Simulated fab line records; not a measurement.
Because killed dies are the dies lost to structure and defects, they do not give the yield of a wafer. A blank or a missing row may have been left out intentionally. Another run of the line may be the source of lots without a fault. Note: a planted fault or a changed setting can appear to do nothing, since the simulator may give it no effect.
fab line records	flow nandHarc	part 1 of 2: steps 1 to 28 of 42
record lots=5	wafers=15	lastDay=21
route steps=1159 shown THIN_TSV@1101
lots that met no fault: from a run of the same line without faults
startH: hours from the record's first day to the start of the lot's first wafer shown	waitH: hours since the lot's step before	" unchanged from the row above	L1.1+2: one row covering several wafers at once	- no value, or no start given	* or withheld: withheld	< > ~ a bound
route shown NAME@n: a module of which the file shows steps, and the number in the route of the first	usual: average and standard deviation across the fault-free wafers	same: alike in all rows	chamber/n: place in a boat	sites: each site's reading	_std_site: the standard deviation of these	_edge_site: outer sites' mean less inner sites'	radiusMm: how far each site lies from the wafer's centre	mask NAME#n: copy n	behind: tool/chamber where the wafer was last shaped	hold: cause of the lot's hold/its duration in hours/its outcome	device: whichever transistor did not switch (one of n, p or np)	end of line: tests run on the same wafers once the route is complete	where a step has no rows: the recipe by itself	killed: count of dies lost to structure and defects at first sort (not the wafer's yield)	map: a wafer's dies, marking killed ones x, the rest . and places with no die _
set.NAME: the run value of the setting; set.NAME@STEP: its run value at that earlier step	model.NAME: the simulator's own value behind a step, which no gauge read
lots at some steps of the route; a table a step, a row a wafer
services: when a tool's chamber went out of use (startH, in hours from the record's first day, below 0 if earlier), for how many hours, and the reason
## steps
# step NHARC_THIN_TSV_GRIND_00
# recipe targetThkUm=6
# usual motorCurrentA=12.003/0.021
lot.wafer	tool	chamber	startH	waitH	motorCurrentA
L075.1	grinder-01	0	423.89	0.1	12.020
L075.5	"	0	"	"	12.003
L075.6	"	0	"	"	12.042
L074.2	grinder-01	0	426.50	2.7	12.029
L074.3	"	0	"	"	11.989
L074.4	"	0	"	"	12.009
L080.1	grinder-01	0	443.89	0.1	11.994
L080.3	"	0	"	"	12.016
L080.4	"	0	"	"	12.003
L081.2	grinder-01	0	453.96	1.5	11.990
L081.5	"	0	"	"	12.026
L081.6	"	0	"	"	12.008
L082.1	grinder-01	0	476.28	0.1	12.035
L082.3	"	0	"	"	11.999
L082.4	"	0	"	"	12.005
# step NHARC_THIN_TSV_CMP_01
# recipe targetThkUm=3
# usual motorCurrentA=11.7/1.2
lot.wafer	tool	chamber	startH	waitH	motorCurrentA
L075.1	cmp-03	0	425.10	1.0	12.1
L075.5	"	0	"	"	12.1
L075.6	"	1	"	"	12.7
L074.4	cmp-03	2	427.53	0.4	12.6
L074.2	"	3	"	"	13.9
L074.3	"	1	"	"	13.6
L080.4	cmp-04	0	445.13	0.4	11.9
L080.1	"	1	"	"	11.6
L080.3	"	2	"	"	9.4
L081.2	cmp-02	3	455.02	0.9	12.1
L081.6	"	2	"	"	10.3
L081.5	"	3	"	"	12.1
L082.4	cmp-03	0	477.53	0.5	12.4
L082.1	"	1	"	"	12.5
L082.3	"	2	"	"	13.0
# step NHARC_THIN_TSV_THK_MEAS_02
# recipe thkMeasGauge=ir
# usual thkNm=3016/210
lot.wafer	tool	chamber	startH	waitH	thkNm
L075.1	filmMetro-02	-	425.37	-	3195
L075.5	"	-	"	"	2731
L075.6	"	-	"	"	3037
L074.2	filmMetro-02	-	427.79	-	3048
L074.3	"	-	"	"	2875
L074.4	"	-	"	"	3163
L080.1	filmMetro-02	-	445.36	-	3027
L080.3	"	-	"	"	3105
L080.4	"	-	"	"	3030
L081.2	filmMetro-02	-	455.26	-	3020
L081.5	"	-	"	"	3053
L081.6	"	-	"	"	2845
L082.1	filmMetro-01	-	477.77	-	3086
L082.3	"	-	"	"	3053
L082.4	"	-	"	"	2988
# step NHARC_THIN_TSV_SRD_03
lot.wafer	tool	chamber	startH	waitH
L075.5+6+1	wetBench-08	3,4,6	425.41	0.0
L074.2+4+3	wetBench-08	5,6,1	427.87	0.1
L080.1+4+3	wetBench-10	6,0,2	445.40	0.0
L081.5+6+2	wetBench-10	6,7,0	455.31	0.0
L082.1+4+3	wetBench-10	3,4,7	477.81	0.0
# step NHARC_THIN_TSV_PRECLEAN_41
# recipe timeS=*	tempC=50	bathAgeMin=0	chemistry=SC1
lot.wafer	tool	chamber	startH	waitH
L075.5+6+1	wetBench-08	3,4,6	425.44	0.0
L074.2+4+3	wetBench-08	5,6,1	427.90	0.0
L080.1+4+3	wetBench-10	6,0,2	445.43	0.0
L081.5+6+2	wetBench-10	6,7,0	455.33	0.0
L082.1+4+3	wetBench-10	3,4,7	477.84	0.0
# step NHARC_THIN_TSV_SRD_42
lot.wafer	tool	chamber	startH	waitH
L075.5+6+1	wetBench-08	3,4,6	-	-
L074.2+4+3	wetBench-08	5,6,1	-	-
L080.1+4+3	wetBench-10	6,0,2	-	-
L081.5+6+2	wetBench-10	6,7,0	-	-
L082.1+4+3	wetBench-10	3,4,7	-	-
# step NHARC_THIN_TSV_DEP_43
# recipe targetThkA=13285	tempC=withheld	pressureTorr=6.5	rfW=900	teosFlowSccm=161.4	flowSccm=2650	targetThkNm=1328.5	gas=O2	material=SiO2
# usual throttleValvePct=16.0/0.48
lot.wafer	tool	chamber	startH	waitH	throttleValvePct
L075.1	pecvd-03	0	425.68	-	15.9
L075.5	"	1	"	"	15.8
L075.6	"	2	"	"	16.8
L074.3	pecvd-04	0	428.10	-	16.2
L074.2	"	1	"	"	15.9
L074.4	"	2	"	"	15.6
L080.1	pecvd-01	2	445.58	-	16.1
L080.3	"	0	"	"	16.5
L080.4	"	1	"	"	15.4
L081.2	pecvd-03	1	455.53	-	15.8
L081.5	"	1	"	"	15.8
L081.6	"	2	"	"	16.5
L082.3	pecvd-01	0	478.26	-	16.2
L082.1	"	1	"	"	15.4
L082.4	"	0	"	"	16.6
# step NHARC_THIN_TSV_DEHYDRATE_04
# recipe tempC=150	timeS=120
# usual heaterPowerTotalW=182.4/1.2
lot.wafer	tool	chamber	startH	waitH	heaterPowerTotalW
L075.1	lithoTrack-07	0	426.00	-	182.3
L075.5	"	0	"	"	183.1
L075.6	"	0	"	"	184.4
L074.2	lithoTrack-03	0	428.46	-	183.0
L074.3	"	0	"	"	181.3
L074.4	"	0	"	"	182.7
L080.1	lithoTrack-07	0	445.99	-	180.5
L080.3	"	0	"	"	180.8
L080.4	"	0	"	"	180.6
L081.2	lithoTrack-03	0	455.89	-	184.4
L081.5	"	0	"	"	184.2
L081.6	"	0	"	"	183.9
L082.1	lithoTrack-07	0	478.66	-	182.0
L082.3	"	0	"	"	184.6
L082.4	"	0	"	"	181.5
# step NHARC_THIN_TSV_HMDS_05
# recipe timeS=30
lot.wafer	tool	chamber	startH	waitH
L075.1+5+6	lithoTrack-07	0	-	-
L074.2+3+4	lithoTrack-03	0	-	-
L080.1+3+4	lithoTrack-07	0	-	-
L081.2+5+6	lithoTrack-03	0	-	-
L082.1+3+4	lithoTrack-07	0	-	-
# step NHARC_THIN_TSV_COAT_06
# recipe spinRpm=*
lot.wafer	tool	chamber	startH	waitH
L075.1+5+6	lithoTrack-07	0	-	-
L074.2+3+4	lithoTrack-03	0	-	-
L080.1+3+4	lithoTrack-07	0	-	-
L081.2+5+6	lithoTrack-03	0	-	-
L082.1+3+4	lithoTrack-07	0	-	-
# step NHARC_THIN_TSV_SOFTBAKE_07
# recipe tempC=122	timeS=95
# usual heaterPowerTotalW=160.0/0.49
lot.wafer	tool	chamber	startH	waitH	heaterPowerTotalW
L075.1	lithoTrack-07	0	-	-	159.1
L075.5	"	0	"	"	160.6
L075.6	"	0	"	"	160.6
L074.2	lithoTrack-03	0	-	-	160.7
L074.3	"	0	"	"	159.3
L074.4	"	0	"	"	159.3
L080.1	lithoTrack-07	0	-	-	160.5
L080.3	"	0	"	"	160.1
L080.4	"	0	"	"	159.3
L081.2	lithoTrack-03	0	-	-	160.7
L081.5	"	0	"	"	160.3
L081.6	"	0	"	"	159.3
L082.1	lithoTrack-07	0	-	-	160.4
L082.3	"	0	"	"	159.7
L082.4	"	0	"	"	159.4
# step NHARC_THIN_TSV_EBR_08
lot.wafer	tool	chamber	startH	waitH
L075.1+5+6	lithoTrack-07	0	-	-
L074.2+3+4	lithoTrack-03	0	-	-
L080.1+3+4	lithoTrack-07	0	-	-
L081.2+5+6	lithoTrack-03	0	-	-
L082.1+3+4	lithoTrack-07	0	-	-
# step NHARC_THIN_TSV_EXPOSE_09
# recipe na=0.55	doseMj=30.7	maskId=TSV
lot.wafer	tool	chamber	startH	waitH	mask
L075.1+5+6	krfScanner-01	0	426.27	-	TSV#0
L074.2+3+4	krfScanner-02	0	428.74	-	TSV#0
L080.1+3+4	krfScanner-01	0	446.13	-	TSV#0
L081.2+5+6	krfScanner-01	0	456.04	-	TSV#0
L082.1+3+4	krfScanner-01	0	478.93	-	TSV#0
# step NHARC_THIN_TSV_PEB_10
# recipe pebTempC=118	pebTimeS=85
# usual heaterPowerTotalW=163.98/0.27
lot.wafer	tool	chamber	startH	waitH	heaterPowerTotalW
L075.1	lithoTrack-05	0	426.33	0.1	163.67
L075.5	"	0	"	"	163.96
L075.6	"	0	"	"	163.78
L074.2	lithoTrack-05	0	428.80	0.1	163.73
L074.3	"	0	"	"	164.14
L074.4	"	0	"	"	164.15
L080.1	lithoTrack-03	0	446.20	0.1	164.29
L080.3	"	0	"	"	164.35
L080.4	"	0	"	"	164.39
L081.2	lithoTrack-03	0	456.10	0.1	163.64
L081.5	"	0	"	"	163.68
L081.6	"	0	"	"	164.25
L082.1	lithoTrack-07	0	479.00	0.1	164.29
L082.3	"	0	"	"	164.39
L082.4	"	0	"	"	164.17
# step NHARC_THIN_TSV_DEVELOP_11
# recipe timeS=70
lot.wafer	tool	chamber	startH	waitH
L075.1+5+6	lithoTrack-05	0	-	-
L074.2+3+4	lithoTrack-05	0	-	-
L080.1+3+4	lithoTrack-03	0	-	-
L081.2+5+6	lithoTrack-03	0	-	-
L082.1+3+4	lithoTrack-07	0	-	-
# step NHARC_THIN_TSV_CD_MEAS_12
# recipe targetCdNm=1000	landingEnergyEv=500
# usual cdNm=1000.2/2.1
lot.wafer	tool	chamber	startH	waitH	cdNm
L075.1	cdSem-01	0	426.42	-	998.4
L075.5	"	0	"	"	998.2
L075.6	"	0	"	"	997.3
L074.2	cdSem-03	0	428.89	-	1000.4
L074.3	"	0	"	"	998.7
L074.4	"	0	"	"	1002.3
L080.1	cdSem-01	0	446.29	-	999.5
L080.3	"	0	"	"	1004.3
L080.4	"	0	"	"	1001.0
L081.2	cdSem-01	0	456.19	-	1002.2
L081.5	"	0	"	"	1000.2
L081.6	"	0	"	"	1003.4
L082.1	cdSem-03	0	479.09	-	1000.8
L082.3	"	0	"	"	1001.5
L082.4	"	0	"	"	995.9
# step NHARC_THIN_TSV_HARDBAKE_13
# recipe tempC=125	timeS=80
# usual heaterPowerTotalW=184.0/0.74
lot.wafer	tool	chamber	startH	waitH	heaterPowerTotalW
L075.1	lithoTrack-05	0	426.50	-	183.4
L075.5	"	0	"	"	183.9
L075.6	"	0	"	"	184.8
L074.2	lithoTrack-03	0	428.97	-	184.9
L074.3	"	0	"	"	183.5
L074.4	"	0	"	"	183.2
L080.1	lithoTrack-07	0	446.37	-	185.0
L080.3	"	0	"	"	185.0
L080.4	"	0	"	"	184.6
L081.2	lithoTrack-07	0	456.27	-	185.0
L081.5	"	0	"	"	182.8
L081.6	"	0	"	"	184.7
L082.1	lithoTrack-07	0	479.17	-	182.8
L082.3	"	0	"	"	184.7
L082.4	"	0	"	"	184.3
# step NHARC_THIN_TSV_DESCUM_14
# recipe timeS=3	o2FlowSccm=200	arFlowSccm=0	biasPowerW=0	chemistry=O2
# usual drypumpMotorCurrentA=5.6/0.56	oesProductAu=1.003/0.011	rfVppV=57.6/0.92	showerheadPlenumPTorr=1.88/0.093	throttleValvePct=11.311/0.0099
lot.wafer	tool	chamber	startH	waitH	drypumpMotorCurrentA	oesProductAu	rfHoursCounterH	rfVppV	showerheadPlenumPTorr	throttleValvePct
L075.1	rieDiel-12	0	426.58	-	5.4	0.982	3	57.4	1.80	11.332
L075.6	"	0	"	"	5.5	0.978	-	58.2	1.80	11.312
L075.5	"	1	"	"	4.9	1.003	-	57.7	1.77	11.307
L074.2	rieDiel-12	0	429.05	-	5.4	0.979	4	57.2	1.80	11.316
L074.3	"	1	"	"	4.9	1.014	4	57.7	1.77	11.301
L074.4	"	2	"	"	5.4	1.000	4	57.5	2.05	11.294
L080.1	rieDiel-06	0	446.46	-	4.7	1.011	1	56.5	1.78	11.307
L080.3	"	1	"	"	5.7	0.993	1	58.0	1.83	11.320
L080.4	"	2	"	"	6.3	1.011	1	57.8	1.99	11.303
L081.2	rieDiel-06	3	456.35	-	5.5	1.000	2	57.3	1.87	11.320
L081.5	"	3	"	"	5.5	1.003	-	58.3	1.87	11.320
L081.6	"	0	"	"	4.8	1.004	-	57.4	1.78	11.306
L082.1	rieDiel-12	1	479.26	-	4.9	1.016	10	55.8	1.77	11.310
L082.4	"	2	"	"	5.4	1.000	10	58.1	2.04	11.323
L082.3	"	0	"	"	5.4	0.997	8	56.8	1.79	11.327
# step NHARC_THIN_TSV_ETCH_44
# recipe targetDepthA=15942	timeS=797.1	cf4FlowSccm=150	o2FlowSccm=10	arFlowSccm=0	rfW=300	biasW=800	chemistry=CF4/O2
# usual drypumpMotorCurrentA=5.6/0.54	oesProductAu=1.002/0.01	rfVppV=793/5.4	showerheadPlenumPTorr=1.81/0.085	throttleValvePct=16.914/0.009
lot.wafer	tool	chamber	startH	waitH	drypumpMotorCurrentA	oesProductAu	rfHoursCounterH	rfVppV	showerheadPlenumPTorr	throttleValvePct
L075.1	rieDiel-12	0	426.67	0.1	5.5	0.989	3	788	1.73	16.903
L075.5	"	0	"	"	5.4	0.979	-	788	1.73	16.918
L075.6	"	1	"	"	4.9	1.012	-	786	1.70	16.907
L074.2	rieDiel-12	1	429.13	0.1	4.9	1.007	4	786	1.70	16.918
L074.4	"	3	"	"	5.7	0.993	4	795	1.84	16.907
L074.3	"	0	"	"	5.4	0.978	4	788	1.73	16.896
L080.1	rieDiel-06	0	446.54	0.1	4.7	1.017	1	787	1.71	16.900
L080.4	"	1	"	"	5.6	1.005	1	790	1.76	16.917
L080.3	"	3	"	"	5.5	1.005	1	791	1.80	16.913
L081.2	rieDiel-06	0	456.53	0.2	4.8	1.014	2	787	1.71	16.904
L081.5	"	3	"	"	5.5	1.002	-	792	1.80	16.914
L081.6	"	0	"	"	4.8	1.023	-	787	1.71	16.913
L082.4	rieDiel-12	2	479.34	0.1	5.4	0.984	10	802	1.95	16.926
L082.1	"	3	"	"	5.7	0.995	8	796	1.84	16.909
L082.3	"	0	"	"	5.4	0.977	8	789	1.73	16.924
# step NHARC_THIN_TSV_ETCH_15
# recipe targetDepthA=30000	boschTargetOveretchCycles=2	boschEtchStepS=2.8	boschDepStepS=1.2	boschCycles=14
# usual drypumpMotorCurrentA=5.7/0.37
lot.wafer	tool	chamber	startH	waitH	drypumpMotorCurrentA	rfHoursCounterH
L075.1	rieSi-06	3	427.25	-	5.6	0.5
L075.5	"	2	"	"	5.9	-
L075.6	"	3	"	"	5.6	-
L074.3	rieSi-06	3	429.71	-	5.5	0.6
L074.2	"	0	"	"	5.5	0.5
L074.4	"	1	"	"	5.8	0.6
L080.4	rieSi-06	3	447.11	-	5.5	0.7
L080.1	"	1	"	"	5.8	0.7
L080.3	"	2	"	"	5.9	0.8
L081.2	rieSi-01	2	457.16	-	6.5	1.4
L081.5	"	1	"	"	5.7	-
L081.6	"	2	"	"	6.6	-
L082.3	rieSi-06	0	479.92	-	5.5	0.9
L082.1	"	1	"	"	5.8	1.0
L082.4	"	2	"	"	5.9	1.1
# step NHARC_THIN_TSV_CD_MEAS_16
# usual cdNm=1000.3/2.2
lot.wafer	tool	chamber	startH	waitH	cdNm
L075.1	cdSem-01	-	427.38	0.1	999.5
L075.5	"	-	"	"	998.9
L075.6	"	-	"	"	998.0
L074.2	cdSem-02	-	429.86	0.1	1001.2
L074.3	"	-	"	"	999.2
L074.4	"	-	"	"	1002.1
L080.1	cdSem-01	-	447.26	0.1	999.9
L080.3	"	-	"	"	1005.2
L080.4	"	-	"	"	1000.9
L081.2	cdSem-01	-	457.30	0.1	1003.3
L081.5	"	-	"	"	1001.1
L081.6	"	-	"	"	1004.2
L082.1	cdSem-01	-	480.05	0.1	1000.7
L082.3	"	-	"	"	1002.1
L082.4	"	-	"	"	996.0
# step NHARC_THIN_TSV_STRIP_45
# recipe powerW=1500	tempC=250	chemistry=O2
# usual drypumpMotorCurrentA=6.0/0.51	heaterPowerW=340/37
lot.wafer	tool	chamber	startH	waitH	drypumpMotorCurrentA	heaterPowerW	rfHoursCounterH
L075.1	plasmaAsher-02	0	427.50	0.1	5.2	281	18
L075.6	"	1	"	"	5.9	367	-
L075.5	"	0	"	"	5.1	283	-
L074.2	plasmaAsher-02	1	429.98	0.1	6.0	359	20
L074.3	"	0	"	"	5.1	288	-
L074.4	"	1	"	"	6.0	367	-
L080.1	plasmaAsher-01	0	447.38	0.1	6.5	368	55
L080.4	"	1	"	"	6.3	332	-
L080.3	"	0	"	"	6.5	367	-
L081.2	plasmaAsher-02	1	457.37	0.1	6.0	362	29
L081.6	"	1	"	"	6.0	361	-
L081.5	"	0	"	"	5.2	274	-
L082.1	plasmaAsher-02	1	480.18	0.1	6.0	355	39
L082.4	"	0	"	"	5.1	278	-
L082.3	"	1	"	"	5.9	366	-
# step NHARC_THIN_TSV_STRIP_46
# recipe timeS=1200	tempC=72.5	chemistry=postEtchResidueRemover
lot.wafer	tool	chamber	startH	waitH
L075.1+6+5	wetBench-08	1,2,3	427.83	0.3
L074.3+4+2	wetBench-08	3,5,6	430.30	0.2
L080.1+4+3	wetBench-10	6,7,1	447.68	0.3
L081.5+6+2	wetBench-08	5,7,0	457.74	0.1
L082.3+4+1	wetBench-10	6,1,2	480.49	0.2
# step NHARC_THIN_TSV_DEP_47
# recipe targetThkA=2000	tempC=withheld	pressureTorr=6.5	rfW=900	teosFlowSccm=161.4	flowSccm=2650	targetThkNm=200	gas=O2	material=SiO2
# usual throttleValvePct=16.0/0.47
lot.wafer	tool	chamber	startH	waitH	throttleValvePct
L075.1	pecvd-04	1	428.33	-	15.5
L075.6	"	2	"	"	15.7
L075.5	"	0	"	"	16.1
L074.3	pecvd-03	0	430.73	-	15.6
L074.2	"	1	"	"	15.7
L074.4	"	2	"	"	16.2
L080.3	pecvd-03	2	448.13	-	16.5
L080.1	"	0	"	"	15.8
L080.4	"	1	"	"	15.5
L081.2	pecvd-03	2	458.22	-	16.6
L081.6	"	1	"	"	15.9
L081.5	"	0	"	"	16.0
L082.3	pecvd-01	0	480.93	-	16.5
L082.1	"	2	"	"	16.3
L082.4	"	2	"	"	16.0
# step NHARC_THIN_TSV_ETCHBACK_48
# recipe targetDepthA=10285	overEtchFrac=0.3	timeS=405.17	ionEnergyEv=250	c4f8FlowSccm=withheld	arFlowSccm=withheld	rfW=600	biasW=300	chemistry=C4F8/Ar
# usual oesProductAu=0.96/0.036	rfVppV=546/4
lot.wafer	tool	chamber	startH	waitH	oesProductAu	rfHoursCounterH	rfVppV
L075.1	rieDiel-06	0	428.80	-	1.01	0	543
L075.6	"	2	"	"	1.02	-	551
L075.5	"	3	"	"	1.00	-	545
L074.2	rieDiel-12	2	431.17	-	0.96	4	551
L074.3	"	3	"	"	0.96	4	546
L074.4	"	0	"	"	0.94	4	541
L080.1	rieDiel-12	2	448.57	-	0.91	6	552
L080.3	"	3	"	"	0.92	5	545
L080.4	"	0	"	"	0.90	5	543
L081.2	rieDiel-12	1	458.57	-	0.94	7	542
L081.6	"	2	"	"	0.92	-	551
L081.5	"	3	"	"	0.93	-	548
L082.3	rieDiel-12	1	481.37	-	0.97	10	541
L082.4	"	2	"	"	0.96	10	552
L082.1	"	3	"	"	0.98	8	546
# step NHARC_THIN_TSV_STRIP_62
# recipe powerW=1500	tempC=250	timeS=20	chemistry=N2/H2
# usual drypumpMotorCurrentA=6.1/0.47	heaterPowerW=345/34
lot.wafer	tool	chamber	startH	waitH	drypumpMotorCurrentA	heaterPowerW	rfHoursCounterH
L075.1	plasmaAsher-01	1	429.85	-	6.3	326	50
L075.6	"	1	"	"	6.3	321	-
L075.5	"	0	"	"	6.5	359	-
L074.2	plasmaAsher-01	1	431.49	-	6.3	323	50
L074.3	"	1	"	"	6.3	320	-
L074.4	"	0	"	"	6.5	366	-
L080.1	plasmaAsher-01	1	448.91	-	6.3	324	55
L080.3	"	0	"	"	6.5	361	-
L080.4	"	1	"	"	6.3	321	-
L081.2	plasmaAsher-02	1	459.03	-	5.9	370	30
L081.6	"	0	"	"	5.2	274	-
L081.5	"	1	"	"	6.0	365	-
L082.1	plasmaAsher-01	1	481.72	-	6.3	349	8
L082.4	"	0	"	"	6.5	374	-
L082.3	"	1	"	"	6.3	335	-
# step NHARC_THIN_TSV_DEGAS_49
# recipe tempC=300	timeS=120
# usual heaterPowerW=470/69
lot.wafer	tool	chamber	startH	waitH	heaterPowerW
L075.1	pvdSputter-02	-	430.05	0.2	425
L075.6	"	-	"	"	379
L075.5	"	-	"	"	433
L074.4	pvdSputter-02	-	431.66	0.1	421
L074.2	"	-	"	"	374
L074.3	"	-	"	"	511
L080.1	pvdSputter-03	-	449.07	0.1	486
L080.3	"	-	"	"	538
L080.4	"	-	"	"	411
L081.2	pvdSputter-02	-	459.20	0.1	374
L081.5	"	-	"	"	500
L081.6	"	-	"	"	430
L082.3	pvdSputter-03	-	481.86	0.1	542
L082.4	"	-	"	"	402
L082.1	"	-	"	"	508
# step NHARC_THIN_TSV_PRE_CLEAN_50
# recipe timeS=30	tempC=280	gas=H2/He
# usual heaterPowerW=415/61
lot.wafer	tool	chamber	startH	waitH	heaterPowerW
L075.1	pvdSputter-02	-	-	-	379
L075.5	"	-	"	"	331
L075.6	"	-	"	"	376
L074.3	pvdSputter-02	-	-	-	457
L074.2	"	-	"	"	369
L074.4	"	-	"	"	327
L080.1	pvdSputter-03	-	-	-	357
L080.4	"	-	"	"	402
L080.3	"	-	"	"	434
L081.2	pvdSputter-02	-	-	-	445
L081.5	"	-	"	"	463
L081.6	"	-	"	"	375
L082.1	pvdSputter-03	-	-	-	444
L082.4	"	-	"	"	468
L082.3	"	-	"	"	341
